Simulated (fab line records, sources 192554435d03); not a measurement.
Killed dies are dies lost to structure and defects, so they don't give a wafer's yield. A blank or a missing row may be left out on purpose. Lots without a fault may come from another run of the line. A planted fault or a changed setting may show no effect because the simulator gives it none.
Split-lot experiment | flow n5_finfet | 7 lots, 39 wafers read, on a route of 1938 steps

THE SPLIT
At N5_GATE_CUT_ETCH_56 (etches TiN in Cl2/Ar, target depth 21.6 nm), the setting icp_w was moved away from the recipe's 600 W on 15 of the 39 wafers read, by -13.0% to +14.4%. The other wafers ran this setting at the recipe's value.

The reading is taken at the split's own step.

THE READING
etch.depth_nm (the simulator's own value, which no gauge read), in nm, at N5_GATE_CUT_ETCH_56 (etches TiN in Cl2/Ar, target depth 21.6 nm). The file gives no usual value for it. The 24 wafers here that ran the recipe average 21.74 nm, standard deviation 0.26 nm.

wafer  | tool, chamber at the split | icp_w as run, W | against the recipe | etch.depth_nm, nm | against lot-mates on the recipe
L075.1 | rie_metal-02, 0            | 600             | recipe             | 21.49             | -
L075.2 | rie_metal-02, 1            | 542.3           | -9.6%              | 20.12             | -1.61
L075.3 | rie_metal-02, 0            | 600             | recipe             | 21.55             | -
L075.4 | rie_metal-02, 1            | 542.3           | -9.6%              | 20.13             | -1.60
L075.5 | rie_metal-02, 0            | 542.3           | -9.6%              | 19.63             | -2.10
L075.6 | rie_metal-02, 1            | 600             | recipe             | 22.14             | -
L077.1 | rie_metal-02, 1            | 600             | recipe             | 21.96             | -
L077.2 | rie_metal-02, 0            | 521.8           | -13.0%             | 19.24             | -2.63
L077.3 | rie_metal-02, 0            | 521.8           | -13.0%             | 19.13             | -2.74
L077.4 | rie_metal-02, 1            | 521.8           | -13.0%             | 19.52             | -2.35
L077.5 | rie_metal-02, 1            | 600             | recipe             | 22.06             | -
L077.6 | rie_metal-02, 0            | 600             | recipe             | 21.59             | -
L078.1 | rie_metal-02, 1            | 665.2           | +10.9%             | 24.33             | +2.73
L078.2 | rie_metal-02, 0            | 600             | recipe             | 21.36             | -
L078.3 | rie_metal-02, 1            | 600             | recipe             | 21.99             | -
L078.4 | rie_metal-02, 0            | 600             | recipe             | 21.45             | -
L078.5 | rie_metal-02, 0            | 665.2           | +10.9%             | 23.39             | +1.79
L078.6 | rie_metal-02, 1            | 665.2           | +10.9%             | 24.14             | +2.54
L079.1 | rie_metal-02, 1            | 525.5           | -12.4%             | 19.45             | -2.36
L079.2 | rie_metal-02, 0            | 600             | recipe             | 21.62             | -
L079.3 | rie_metal-02, 0            | 525.5           | -12.4%             | 19.27             | -2.54
L079.4 | rie_metal-02, 1            | 600             | recipe             | 22.06             | -
L079.5 | rie_metal-02, 1            | 525.5           | -12.4%             | 19.71             | -2.10
L079.6 | rie_metal-02, 0            | 600             | recipe             | 21.74             | -
L080.1 | rie_metal-02, 0            | 600             | recipe             | 21.55             | -
L080.2 | rie_metal-02, 1            | 600             | recipe             | 22.13             | -
L080.3 | rie_metal-02, 1            | 686.3           | +14.4%             | 24.73             | +2.86
L080.4 | rie_metal-02, 0            | 686.3           | +14.4%             | 24.35             | +2.48
L080.5 | rie_metal-02, 0            | 686.3           | +14.4%             | 24.3              | +2.43
L080.6 | rie_metal-02, 1            | 600             | recipe             | 21.92             | -
L082.2 | rie_metal-03, 0            | 600             | recipe             | 22.04             | -
L082.3 | rie_metal-03, 0            | 600             | recipe             | 22.17             | -
L082.4 | rie_metal-03, 1            | 600             | recipe             | 21.57             | -
L084.1 | rie_metal-03, 1            | 600             | recipe             | 21.69             | -
L084.2 | rie_metal-03, 1            | 600             | recipe             | 21.37             | -
L084.3 | rie_metal-03, 1            | 600             | recipe             | 21.61             | -
L084.5 | rie_metal-03, 1            | 600             | recipe             | 21.61             | -
L084.4 | rie_metal-03, 1            | 600             | recipe             | 21.6              | -
L084.6 | rie_metal-03, 1            | 600             | recipe             | 21.51             | -

THE FIT
A straight line over all 39 wafers: etch.depth_nm changes by +0.189 nm for each +1% of icp_w; r = +0.98; the points scatter about the line by 0.27 nm.
The same after taking each lot's own level away (the mean of its wafers on the recipe; 39 wafers): +0.192 nm for each +1%; r = +0.99; scatter 0.26 nm.
On that fit, the largest move of icp_w shifts the reading by 2.8 nm.
The lots' own levels span 21.565 to 21.927 nm, that is 1.4 times the standard deviation above.
So the lot-to-lot level changes the slope little: the two slopes agree.
Check: with one of the wafers moved furthest among these (+14.4%) left out of the fit, the line predicts +2.76 nm for it against its lot-mates. It came out at +2.86 nm against them.

OTHER SPLITS ON THESE WAFERS
These wafers also went through other splits before the reading. Each is held against what the fit with the lots' levels taken away leaves over:
other split on the same wafers     | wafers away from the commonest value | r with etch.depth_nm (lot level and that fit taken away)
N5_DUMMY_GATE_ETCH_37 source_w     | 15                                   | -0.20
N5_SD_EPI_N_EPI_21 pressure_torr   | 30                                   | +0.00
N5_SD_EPI_P_ETCH_36 bias_w         | 15                                   | +0.07
N5_HKMG_FIN_ETCH_58 bias_w         | 18                                   | +0.09
N5_HKMG_FIN_EXPOSE_09 dose_mj      | 12                                   | -0.04
N5_HKMG_FIN_ETCH_32 target_depth_a | 6                                    | +0.14

THE FILE'S OWN FIT
etch.depth_nm changes by +0.192 nm for each +1% of icp_w, r = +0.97.
